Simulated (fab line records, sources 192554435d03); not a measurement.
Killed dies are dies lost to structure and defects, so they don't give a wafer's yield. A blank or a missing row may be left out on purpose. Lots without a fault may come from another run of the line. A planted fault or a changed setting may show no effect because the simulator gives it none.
Chamber matching | flow n5_finfet | N5_SPACER0_ALD_00 on ald_sin-03: 4 sister chambers
The step deposits SiOCN, target thk 3.5 nm, pulse time 3 s, purge time 2 s. 4 wafers are shown with their chamber, then 9 later ones without.

WAFERS WITH THEIR CHAMBER
wafer  | chamber | heater_power_w (W)
L084.4 | 0       | 950
L084.6 | 3       | 769
L087.4 | 1       | 813
L087.5 | 2       | 901

WAFERS WITHOUT THEIR CHAMBER
wafer  | heater_power_w (W)
L092.1 | 920
L092.2 | 756
L092.3 | 964
L094.3 | 762
L094.5 | 941
L094.6 | 802
L097.1 | 761
L097.3 | 797
L097.6 | 758

WHICH CHAMBER EACH WENT THROUGH
wafer  | from the rows above     | in truth
L092.1 | can't be placed: 2 or 0 | 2
L092.2 | 3                       | 3
L092.3 | 0                       | 0
L094.3 | 3                       | 3
L094.5 | 0                       | 0
L094.6 | can't be placed: 1 or 3 | 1
L097.1 | 3                       | 3
L097.3 | can't be placed: 1 or 3 | 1
L097.6 | 3                       | 3
Placed correctly: 6 of 9. Can't be placed from these rows: 3 (the true chamber is among the candidates in 3). Placed wrongly: 0.
How it was worked out, from the rows above alone: a wafer's distance from a chamber is the root of the sum, over the readings, of the square of ((its reading less the chamber's mean) divided by the reading's scatter). The wafer belongs to the nearest chamber; if the next one is less than 2 further off, it can't be placed. A chamber's mean is the mean of its shown wafers. The scatter: with one shown wafer a chamber, the root of the mean of the squares of how far each hidden wafer lies from its nearest shown one.
